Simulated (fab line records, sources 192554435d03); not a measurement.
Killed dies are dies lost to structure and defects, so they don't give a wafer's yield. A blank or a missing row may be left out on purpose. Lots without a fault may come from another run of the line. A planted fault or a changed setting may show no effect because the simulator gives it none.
fab line records | flow n5_finfet | part 2 of 2: steps 5 to 6 of 6
record lots=17 wafers=51 last_day=17
route steps=1938 shown FIN_SAQP@114
lots that met no fault: from a run of the same line without faults
start_h: hours from the record's first day to the start of the lot's first wafer shown | wait_h: hours since the lot's step before | " the same as in the row above | L1.1+2: a row that stands for several wafers | - no value, or no start given | * or withheld: withheld | < > ~ a bound
route shown NAME@n: a module of which the file shows steps, and the number in the route of the first | usual: mean/standard deviation of fault-free wafers | same: alike in all rows | chamber/n: place in a boat | sites: the reading at each site | _std_site: their standard deviation | _edge_site: outer sites' mean less inner sites' | radius_mm: how far each site lies from the wafer's centre | mask NAME#n: copy n | behind: the tool/chamber that last shaped the wafer | hold: why the lot was held/for how many hours/how that ended | device: the transistor (n, p or np) that didn't switch | end of line: the same wafers' tests at the end of the route | a step without rows: its recipe alone | killed: dies lost to structure and defects at the first sort, not the wafer's yield | map: a wafer's dies, x killed, . not, _ none there
set.NAME: the setting as run; set.NAME@STEP: as run at that earlier step | model.NAME: the simulator's own value behind a step, which no gauge read
steps of the route over a sample of lots; a table a step, a row a wafer
services: from which hour (start_h, from the record's first day; less than 0 if before it) a tool's chamber was out of use, for how many hours, and why
## steps
# step N5_FIN_SAQP_MANDREL2_REMOVE_60
# recipe chemistry=HBr/Cl2/O2 bt_time_s=10 target=a-Si stop_on=SiNx endpoint=OES-SiCl over_etch_frac=1 icp_w=600 bias_w=22 HBr_flow_sccm=150 Cl2_flow_sccm=80 O2_flow_sccm=5 pressure_mtorr=10
# usual bias_w=21.99/0.07 drypump_motor_current_A=5.6/0.3 oes_product_au=0.999/0.017 throttle_valve_pct=36.6/0.39
# columns lot.wafer tool chamber start_h wait_h bias_w drypump_motor_current_A oes_product_au rf_hours_counter_h throttle_valve_pct
L075.1 rie_si-03 0 32.00 0.1 22.02 5.6 0.998 13 37.1
L075.2 " 3 " " 21.86 5.5 0.976 74 35.9
L075.4 " 1 " " 22.00 5.1 0.996 45 36.1
L076.2 rie_si-05 3 37.78 0.1 22.02 6.2 0.990 141 36.4
L076.5 " 0 " " 22.00 5.7 1.029 - 37.0
L076.6 " 1 " " 21.99 5.7 0.981 - 36.2
L078.4 rie_si-05 0 49.27 0.1 22.04 5.8 1.025 124 37.0
L078.5 " 1 " " 21.97 5.7 0.984 - 36.2
L078.6 " 2 " " 21.97 5.7 1.024 - 36.4
L080.1 rie_si-05 0 61.12 0.1 21.98 5.7 1.011 125 37.0
L080.2 " 3 " " 22.02 6.2 1.007 141 36.4
L080.6 " 2 " " 22.02 5.6 1.027 - 36.4
L081.2 rie_si-05 1 67.82 0.1 21.97 5.7 0.978 14 36.2
L081.4 " 3 " " 22.01 6.2 0.987 142 36.4
L081.5 " 3 " " 21.99 6.2 0.992 - 36.4
L083.2 rie_si-03 0 81.36 0.1 22.04 5.5 0.999 14 37.1
L083.5 " 0 " " 21.93 5.5 1.005 - 37.1
L083.6 " 3 " " 21.97 5.5 0.977 - 35.9
L085.2 rie_si-03 3 94.04 0.1 21.93 5.5 0.982 75 35.9
L085.4 " 2 " " 21.89 5.4 0.983 126 37.1
L085.6 " 0 " " 21.98 5.6 0.999 - 37.1
L086.2 rie_si-05 2 98.21 0.1 21.91 5.7 1.023 7 36.4
L086.4 " 0 " " 21.98 5.7 1.026 - 37.0
L086.6 " 2 " " 21.90 5.7 1.027 - 36.4
L087.1 rie_si-03 1 102.98 0.1 22.01 5.2 1.000 46 36.1
L087.4 " 3 " " 22.01 5.5 0.976 76 35.9
L087.6 " 0 " " 21.99 5.6 0.999 - 37.2
L088.2 rie_si-01 2 109.20 0.1 22.09 5.1 1.034 78 36.8
L088.3 " 1 " " 21.99 5.8 1.003 55 37.0
L088.4 " 1 " " 21.91 5.8 0.999 - 37.0
L089.2 rie_si-03 1 114.48 0.1 22.00 5.2 1.002 46 36.1
L089.4 " 3 " " 21.80 5.5 0.971 76 35.9
L089.6 " 1 " " 22.00 5.2 0.995 - 36.2
L090.2 rie_si-01 1 121.40 0.1 22.02 5.8 0.982 55 37.0
L090.3 " 3 " " 22.14 5.5 0.985 9 36.7
L090.4 " 3 " " 22.09 5.5 0.985 - 36.7
L091.3 rie_si-03 2 127.44 0.1 22.04 5.3 1.004 127 37.1
L091.4 " 2 " " 21.97 5.3 0.987 - 37.1
L091.5 " 3 " " 21.87 5.5 0.971 - 35.9
L092.2 rie_si-01 3 133.57 0.1 21.86 5.5 0.989 9 36.7
L092.3 " 1 " " 22.08 5.8 0.985 55 37.0
L092.4 " 2 " " 22.14 5.1 1.011 - 36.8
L093.1 rie_si-05 1 139.57 0.1 22.02 5.7 0.982 15 36.2
L093.3 " 0 " " 22.00 5.7 1.011 126 37.0
L093.4 " 2 " " 22.04 5.6 1.017 8 36.4
L096.1 rie_si-03 3 158.15 0.1 22.05 5.5 0.970 77 35.9
L096.4 " 1 " " 22.07 5.1 0.985 47 36.1
L096.6 " 3 " " 21.90 5.5 0.974 - 35.9
L097.4 rie_si-01 3 163.94 0.1 22.08 5.5 0.994 - 36.7
L097.5 " 1 " " 21.88 5.8 1.009 - 37.0
L097.6 " 2 " " 22.01 5.1 1.035 - 36.8
# step N5_FIN_SAQP_ETCH_34
# recipe chemistry=C4F6/O2 target=SiO2 target_depth_a=450 time_s=15 ion_energy_ev=250 pressure_mtorr=30 source_w=345 bias_w=185 Ar_flow_sccm=300 C4F6_flow_sccm=10 O2_flow_sccm=10 ends=cleared
# usual bias_w=185.0/0.57 drypump_motor_current_A=5.7/0.38 etch_rf_on_time_s=15.0/0.33 oes_ar_750_au=0.79/0.079 oes_product_au=0.67/0.07 rf_vpp_V=667/10 showerhead_plenum_p_Torr=2.85/0.088 throttle_valve_pct=21.11/0.27
# columns lot.wafer tool chamber start_h wait_h bias_w drypump_motor_current_A etch_rf_on_time_s oes_ar_750_au oes_product_au rf_hours_counter_h rf_vpp_V showerhead_plenum_p_Torr throttle_valve_pct
L075.1 rie_diel-04 1 32.23 0.0 185.4 5.6 15.2 0.73 0.63 183 670 2.93 21.26
L075.2 " 0 " " 184.2 5.9 14.7 0.81 0.69 88 668 2.77 20.76
L075.4 " 2 " " 184.7 5.5 15.1 0.76 0.66 125 679 2.85 21.09
L076.2 rie_diel-06 0 38.05 0.0 185.0 6.0 14.8 0.79 0.67 136 650 2.74 21.34
L076.5 " 3 " " 185.4 6.0 14.7 0.83 0.71 - 675 2.87 20.84
L076.6 " 1 " " 185.7 5.7 15.3 0.73 0.61 - 640 2.70 21.30
L078.4 rie_diel-06 3 49.50 0.0 184.5 6.0 14.8 0.82 0.71 69 675 2.87 20.84
L078.5 " 1 " " 185.5 5.7 15.2 0.73 0.61 - 640 2.70 21.30
L078.6 " 2 " " 185.8 5.3 15.0 1.01 0.86 - 668 2.95 20.97
L080.1 rie_diel-04 3 61.38 0.0 185.5 6.1 14.5 0.80 0.68 118 668 2.74 20.70
L080.2 " 2 " " 184.0 5.6 15.2 0.75 0.65 134 680 2.85 21.12
L080.6 " 0 " " 185.9 5.9 14.8 0.80 0.68 - 667 2.76 20.77
L081.2 rie_diel-01 1 68.40 0.0 184.8 5.4 15.4 0.76 0.65 153 675 2.87 21.42
L081.4 " 2 " " 184.3 5.3 15.3 0.70 0.61 227 674 2.94 21.42
L081.5 " 1 " " 186.1 5.4 15.2 0.76 0.65 - 674 2.87 21.41
L083.2 rie_diel-01 2 81.59 0.0 185.5 5.3 15.2 0.70 0.59 233 673 2.93 21.42
L083.5 " 1 " " 185.1 5.4 15.3 0.76 0.64 - 674 2.87 21.41
L083.6 " 3 " " 184.3 5.4 14.5 0.88 0.76 - 651 2.88 21.08
L085.2 rie_diel-01 3 94.26 0.0 186.2 5.4 14.6 0.87 0.75 48 651 2.88 21.09
L085.4 " 2 " " 185.0 5.3 15.3 0.69 0.59 - 674 2.93 21.43
L085.6 " 3 " " 185.3 5.4 14.7 0.87 0.75 - 651 2.88 21.07
L086.2 rie_diel-06 1 98.43 0.0 184.6 5.7 15.1 0.72 0.60 220 639 2.70 21.34
L086.4 " 0 " " 184.9 6.0 14.6 0.76 0.66 159 650 2.73 21.39
L086.6 " 1 " " 184.4 5.7 15.1 0.73 0.60 - 639 2.70 21.32
L087.1 rie_diel-01 3 103.51 0.0 184.0 5.4 14.8 0.87 0.74 51 652 2.88 21.11
L087.4 " 1 " " 185.2 5.4 15.5 0.75 0.63 169 675 2.87 21.44
L087.6 " 1 " " 184.5 5.4 15.5 0.74 0.65 - 675 2.87 21.42
L088.2 rie_diel-01 3 109.43 0.0 184.4 5.4 14.6 0.86 0.74 53 651 2.88 21.11
L088.3 " 2 " " 185.6 5.3 15.3 0.69 0.58 244 672 2.93 21.44
L088.4 " 1 " " 183.8 5.4 15.2 0.75 0.65 170 672 2.87 21.43
L089.2 rie_diel-04 0 114.81 0.0 185.4 5.9 15.0 0.78 0.66 117 667 2.76 20.80
L089.4 " 2 " " 184.0 5.5 15.2 0.75 0.63 153 678 2.84 21.15
L089.6 " 0 " " 184.6 5.9 15.0 0.78 0.66 - 667 2.76 20.79
L090.2 rie_diel-01 3 121.63 0.0 185.4 5.4 14.6 0.86 0.74 58 650 2.88 21.10
L090.3 " 1 " " 185.5 5.4 15.4 0.74 0.63 175 674 2.86 21.44
L090.4 " 2 " " 184.9 5.4 15.6 0.69 0.58 249 673 2.93 21.43
L091.3 rie_diel-01 1 127.67 0.0 185.1 5.4 15.3 0.74 0.64 177 674 2.86 21.44
L091.4 " 2 " " 184.4 5.3 15.4 0.69 0.58 251 674 2.93 21.43
L091.5 " 1 " " 185.2 5.4 15.3 0.74 0.63 - 673 2.86 21.44
L092.2 rie_diel-01 1 133.80 0.0 184.4 5.4 15.2 0.74 0.64 181 674 2.86 21.44
L092.3 " 0 " " 184.0 6.5 14.7 0.93 0.80 14 675 3.02 20.70
L092.4 " 3 " " 185.0 5.4 14.5 0.85 0.73 - 652 2.87 21.13
L093.1 rie_diel-01 3 139.79 0.0 184.5 5.4 14.2 0.85 0.74 65 649 2.87 21.12
L093.3 " 1 " " 184.3 5.4 15.1 0.73 0.63 183 674 2.86 21.45
L093.4 " 0 " " 185.4 6.5 14.5 0.92 0.81 - 675 3.01 20.70
L096.1 rie_diel-01 1 158.38 0.0 184.9 5.4 15.5 0.73 0.62 191 675 2.86 21.46
L096.4 " 2 " " 185.0 5.3 15.1 0.94 0.81 3 673 2.92 21.12
L096.6 " 0 " " 184.5 6.5 14.8 0.90 0.78 - 675 3.01 20.72
L097.4 rie_diel-04 1 164.13 0.0 185.2 5.5 15.3 0.70 0.61 223 668 2.91 21.32
L097.5 " 0 " " 184.0 5.9 15.1 0.76 0.64 - 667 2.75 20.84
L097.6 " 1 " " 184.8 5.5 15.4 0.70 0.60 - 669 2.91 21.31
## services
# columns tool chamber start_h hours kind
rie_diel-04 - 15.73 1.9 repair
rie_diel-04 2 17.83 6.7 repair
rie_si-01 - 21.41 2.8 pm
rie_diel-06 2 22.09 - clean
rie_si-05 2 28.57 14.9 repair
rie_si-05 3 33.94 2.2 repair
rie_si-03 1 37.89 3.5 repair
rie_si-01 2 40.26 1.8 repair
rie_diel-06 1 62.28 16.9 repair
rie_diel-04 1 62.49 14.1 repair
rie_si-01 0 65.11 115.4 repair
rie_diel-06 - 70.57 2.8 pm
rie_diel-01 3 71.65 6.9 repair
rie_si-03 0 75.17 2.2 repair
rie_diel-01 0 79.98 - clean
rie_diel-01 0 79.98 - consumable_replace:focus_ring
rie_diel-01 0 79.98 - consumable_replace:showerhead
rie_diel-01 0 79.98 16.0 scheduled_down
rie_diel-01 0 79.98 16.0 vent_cycle
rie_si-05 1 94.71 4.2 repair
rie_si-03 0 124.22 12.8 repair
rie_diel-01 2 127.75 5.9 repair
rie_diel-06 3 132.13 5.1 repair
rie_si-03 1 142.66 8.8 repair
